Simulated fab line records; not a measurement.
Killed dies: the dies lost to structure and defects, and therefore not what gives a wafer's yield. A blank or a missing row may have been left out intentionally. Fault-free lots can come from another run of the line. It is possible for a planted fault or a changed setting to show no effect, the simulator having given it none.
The tool behind it: which one?    flow nand harc    12 lots with 36 wafers sampled at 7 steps, on a route of 1159 steps

WHAT THE GAUGES READ, wafer by wafer
NHARC_P_GATE_INSPECT_28. Usual: raw defect count 6, standard deviation 3.1.
lot   measured      on                 raw defect count  flag
L698  day 4 16:29   defect inspect-02  10 11 4           
L699  day 4 16:41   defect inspect-02  6 1 9             
L702  day 5 16:26   defect inspect-02  7 2 4             
L703  day 6 03:14   defect inspect-01  4 13 7            
L704  day 6 08:41   defect inspect-02  5 4 3             
L707  day 6 13:37   defect inspect-02  5 6 12            
L705  day 6 14:22   defect inspect-02  636 598 623       OFF
L712  day 8 00:20   defect inspect-02  631 593 575       OFF
L718  day 9 17:58   defect inspect-02  3 6 11            
L719  day 10 01:04  defect inspect-02  5 5 4             
L720  day 10 03:53  defect inspect-01  6 9 2             
L721  day 10 22:20  defect inspect-02  1 7 11            

NHARC_P_GATE_INSPECT_68. Usual: raw defect count 207, standard deviation 81.
lot   measured      on                 raw defect count  flag
L698  day 5 11:23   defect inspect-01  289 271 207       
L699  day 5 12:29   defect inspect-02  207 207 375       
L702  day 6 11:06   defect inspect-02  109 102 117       
L703  day 6 21:53   defect inspect-01  257 117 118       
L704  day 7 03:24   defect inspect-01  146 166 233       
L707  day 7 08:29   defect inspect-01  130 239 126       
L705  day 7 09:53   defect inspect-02  864 803 951       OFF
L712  day 8 19:57   defect inspect-02  828 739 685       OFF
L718  day 10 14:53  defect inspect-01  109 121 149       
L719  day 10 19:55  defect inspect-01  262 187 280       
L720  day 10 22:13  defect inspect-01  188 231 168       
L721  day 11 16:47  defect inspect-01  448 188 275       

NHARC_END_SORT_01. Usual: killed at array 27, standard deviation 10; killed at other 0.6, standard deviation 0.83; killed at periphery 2.4, standard deviation 1.8; killed dies 30, standard deviation 10; killed open 3.3, standard deviation 1.7; killed short 1.8, standard deviation 1.4.
lot   measured      on         killed at array  killed at other  killed at periphery  killed dies  killed open  killed short  flag
L705  day 21 14:16  prober-02  9 8 11           2 0 0            95 89 43             106 97 54    2 2 3        0 3 1         OFF
L712  day 21 21:55  prober-01  16 12 28         2 1 0            86 69 39             104 82 67    5 4 9        3 0 0         OFF

TOOL THAT RAN EACH LOT (tool first, then ch and the chambers of the sampled wafers, then the start)
lot   NHARC_P_STI_CMP_21            NHARC_P_GATE_ETCH_14                 NHARC_P_GATE_DEP_103             NHARC_P_GATE_DESCUM_31
L698  cmp-02 ch 0,1, day 3 08:20    wet bench-09 ch 1,2,7, day 4 01:25   pecvd-01 ch 1,2, day 4 15:48     rie diel-12 ch 0,2,3, day 4 16:32
L699  cmp-01 ch 0,2, day 3 08:20    wet bench-07 ch 0,2,4, day 4 01:34   pecvd-02 ch 1,2, day 4 15:56     rie diel-10 ch 1,3, day 4 16:44
L702  cmp-02 ch 0,1,2, day 4 08:08  wet bench-05 ch 3,5,6, day 5 02:34   pecvd-01 ch 0,2, day 5 15:46     rie diel-12 ch 0,2, day 5 16:31
L703  cmp-02 ch 0,1, day 4 14:39    wet bench-07 ch 1,3,4, day 5 10:58   pecvd-01 ch 0,1,2, day 6 02:30   rie diel-12 ch 0,1,3, day 6 03:18
L704  cmp-02 ch 0,2, day 4 21:54    wet bench-05 ch 2,3,7, day 5 16:38   pecvd-01 ch 0,1, day 6 08:04     rie diel-12 ch 0,2,3, day 6 08:46
L707  cmp-01 ch 0,1,2, day 5 06:19  wet bench-07 ch 0,3,4, day 5 23:23   pecvd-02 ch 0,1,2, day 6 12:56   rie diel-12 ch 0,2,3, day 6 13:44
L705  cmp-03 ch 0,3, day 5 06:19    wet bench-05 ch 2,3,7, day 5 23:04   pecvd-01 ch 0,1, day 6 13:35     rie diel-13 ch 1,2,3, day 6 14:26
L712  cmp-03 ch 0,1,2, day 6 16:58  wet bench-05 ch 5,6,7, day 7 10:07   pecvd-02 ch 0,1,2, day 7 23:30   rie diel-12 ch 0,1,2, day 8 00:23
L718  cmp-02 ch 0,2,3, day 8 07:26  wet bench-09 ch 0,6,7, day 9 02:22   pecvd-04 ch 0,2, day 9 17:10     rie diel-13 ch 0,1,2, day 9 18:46
L719  cmp-03 ch 0,2,3, day 8 14:05  wet bench-09 ch 0,4,7, day 9 10:08   pecvd-04 ch 1,2, day 10 00:19    rie diel-10 ch 2,3, day 10 01:10
L720  cmp-02 ch 1,2,3, day 8 20:59  wet bench-09 ch 2,3,7, day 9 14:22   pecvd-04 ch 0,1,2, day 10 03:06  rie diel-10 ch 1,2,3, day 10 03:56
L721  cmp-03 ch 0,1,3, day 9 05:13  wet bench-09 ch 0,2,3, day 10 05:23  pecvd-02 ch 0,1, day 10 21:41    rie diel-13 ch 0,2,3, day 10 22:26
- NHARC_P_STI_CMP_21: polishes, t overpolish 20 s, target thk 380.67 nm.
- NHARC_P_GATE_ETCH_14: etches SiO2 in dHF, target depth 48.8 nm.
- NHARC_P_GATE_DEP_103: deposits SiON, target thk 30 nm.
- NHARC_P_GATE_DESCUM_31: chemistry O2, time 3 s.

WHAT THE TOOLS THEMSELVES READ (means of the sampled wafers that have a number; where no wafer has one, the mark that the record gives instead)
NHARC_P_STI_CMP_21. Usual: motor current A 11.2 A, standard deviation 1.1; overpolish run s 19.999 s, standard deviation 0.0085.
lot   tool    motor current A (A)  overpolish run s (s)  flag
L698  cmp-02  10.8                 19.994                
L699  cmp-01  13.8                 19.998                
L702  cmp-02  10.3                 20.001                
L703  cmp-02  10.8                 19.997                
L704  cmp-02  10.4                 20.004                
L707  cmp-01  13.1                 20.003                
L705  cmp-03  10.9                 20.005                
L712  cmp-03  11.5                 19.996                
L718  cmp-02  10.9                 19.998                
L719  cmp-03  11.5                 20.004                
L720  cmp-02  10.9                 19.998                
L721  cmp-03  11.4                 19.997                

NHARC_P_GATE_DEP_103. Usual: heater power w 822 W, standard deviation 130.
lot   tool      heater power w (W)  flag
L698  pecvd-01  744                 
L699  pecvd-02  680                 
L702  pecvd-01  980                 
L703  pecvd-01  814                 
L704  pecvd-01  880                 
L707  pecvd-02  792                 
L705  pecvd-01  809                 
L712  pecvd-02  839                 
L718  pecvd-04  865                 
L719  pecvd-04  874                 
L720  pecvd-04  827                 
L721  pecvd-02  869                 

NHARC_P_GATE_DESCUM_31. Usual: chamber pressure mTorr 59.99 mTorr, standard deviation 0.056; drypump motor current A 5.6 A, standard deviation 0.37; oes product au 1.000 a.u., standard deviation 0.016; rf vpp V 57.6 V, standard deviation 0.86; showerhead plenum p Torr 1.90 Torr, standard deviation 0.085; throttle valve pct 11.311 %, standard deviation 0.0091.
lot   tool         chamber pressure mTorr (mTorr)  drypump motor current A (A)  oes product au (a.u.)  rf vpp V (V)  showerhead plenum p Torr (Torr)  throttle valve pct (%)  flag
L698  rie diel-12  60.05                           5.7                          0.987                  57.7          1.95                             11.312                  
L699  rie diel-10  59.99                           6.1                          0.998                  57.4          1.92                             11.303                  
L702  rie diel-12  59.98                           5.4                          0.999                  57.3          1.95                             11.302                  
L703  rie diel-12  59.97                           5.6                          0.994                  56.8          1.93                             11.311                  
L704  rie diel-12  60.04                           5.7                          1.001                  58.1          1.94                             11.308                  
L707  rie diel-12  59.98                           5.7                          0.995                  57.7          1.94                             11.314                  
L705  rie diel-13  60.05                           5.3                          0.998                  57.0          1.91                             11.306                  
L712  rie diel-12  60.02                           5.5                          0.992                  58.3          1.90                             11.313                  
L718  rie diel-13  59.98                           5.4                          1.019                  58.0          1.88                             11.312                  
L719  rie diel-10  59.95                           5.7                          0.999                  57.8          1.90                             11.311                  
L720  rie diel-10  60.01                           6.0                          1.004                  58.2          1.87                             11.309                  
L721  rie diel-13  60.02                           5.2                          1.015                  57.7          1.86                             11.311                  

THE ANSWER, worked out from the rows above alone
Rule: a lot is off if the mean of its wafers that have a number lies more than 3 standard deviations from the usual mean. Also off: a lot with no number at a reading for which 4 or more lots have one. Any other lot the step has rows for is counted as sound. Order of review: gauges by route order, followed by the tools' own readings, for which a lot's mean as printed above is used. At the first step where some lot is off, the reading lying furthest off is the one used; lots without a number count as furthest.
Off, at NHARC_P_GATE_INSPECT_28 on raw defect count: L705, L712.
If a tool, at a process step before that reading, ran all the lots that are off and no sound lot after the first of them, it fits. Not tried: the gauges at NHARC_P_GATE_INSPECT_28; whatever is off there is also off at NHARC_END_SORT_01, on other tools, and gauge error can't account for it. One fits: wet bench-05 at NHARC_P_GATE_ETCH_14. A fault onset in the window from L704 (day 5 16:38, its last sound lot) to L705 (day 5 23:04, its first lot off) fits.

WHAT THE SIMULATOR HAD PUT IN
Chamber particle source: wet bench-05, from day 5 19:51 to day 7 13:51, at NHARC_P_GATE_ETCH_14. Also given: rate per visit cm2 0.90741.
Struck lots among those shown: L705, L712. Same finding as the rule above.
